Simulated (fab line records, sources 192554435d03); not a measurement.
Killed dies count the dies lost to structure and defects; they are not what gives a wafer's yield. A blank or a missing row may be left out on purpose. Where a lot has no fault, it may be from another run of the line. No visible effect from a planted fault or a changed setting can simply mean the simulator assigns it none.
Chamber matching | flow n5-finfet | N5_BEOL_M0_ETCH_109 on rie-diel-04: 4 sister chambers
The step etches SiCN in CH3F/O2, target depth 8 nm, overetch 2.4 nm, time 27.4 s. 14 wafers are shown with their chamber, then 7 later ones without.

## WAFERS WITH THEIR CHAMBER
wafer  | chamber | drypump-motor-current-A (A) | throttle-valve-pct (%) | showerhead-plenum-p-Torr (Torr)
L075.2 | 3       | 6.4                         | 16.12                  | 2.08
L075.3 | 2       | 5.5                         | 16.76                  | 2.07
L075.4 | 1       | 5.3                         | 15.97                  | 2.01
L076.1 | 2       | 5.5                         | 16.75                  | 2.07
L076.2 | 1       | 5.3                         | 15.96                  | 2.01
L076.4 | 2       | 5.5                         | 16.76                  | 2.07
L078.1 | 2       | 5.5                         | 16.78                  | 2.07
L078.3 | 3       | 6.5                         | 16.12                  | 2.08
L078.5 | 3       | 6.5                         | 16.15                  | 2.08
L080.3 | 0       | 6.4                         | 16.12                  | 2.13
L080.5 | 2       | 5.5                         | 16.78                  | 2.06
L080.6 | 3       | 6.5                         | 16.15                  | 2.08
L085.2 | 3       | 6.4                         | 16.17                  | 2.07
L085.3 | 1       | 5.3                         | 16.03                  | 2.00

SIGNATURES (means of the wafers above)
reading                  | chamber 0 | chamber 1 | chamber 2 | chamber 3 | scatter within a chamber
drypump-motor-current-A  | 6.400     | 5.300     | 5.500     | 6.460     | 0.0346
throttle-valve-pct       | 16.1200   | 15.9867   | 16.7660   | 16.1420   | 0.0234
showerhead-plenum-p-Torr | 2.1300    | 2.0067    | 2.0680    | 2.0780    | 0.00476
Rule: distance of a wafer from a chamber = root of the sum over the readings of ((wafer's reading minus chamber's mean) / reading's scatter) squared. The wafer belongs to the nearest chamber; if the next one is less than 2 further off, it can't be placed. The scatter is the square root of a quotient: the sum, over the shown wafers, of each reading's squared deviation from its chamber's mean, divided by wafers minus chambers.

## WAFERS WITHOUT THEIR CHAMBER
wafer  | drypump-motor-current-A (A) | throttle-valve-pct (%) | showerhead-plenum-p-Torr (Torr)
L085.6 | 5.3                         | 16.02                  | 2.00
L086.1 | 6.4                         | 16.16                  | 2.12
L086.4 | 5.3                         | 16.00                  | 2.00
L086.6 | 6.4                         | 16.18                  | 2.12
L088.2 | 6.4                         | 16.16                  | 2.12
L088.4 | 5.4                         | 16.81                  | 2.06
L088.5 | 5.4                         | 16.80                  | 2.06

## WHICH CHAMBER EACH WENT THROUGH
wafer  | from the rows above | in truth
L085.6 | 1                   | 1
L086.1 | 0                   | 0
L086.4 | 1                   | 1
L086.6 | 0                   | 0
L088.2 | 0                   | 0
L088.4 | 2                   | 2
L088.5 | 2                   | 2
7 of 7 placed correctly. Number that these rows cannot place: 0. Placed wrongly: 0.
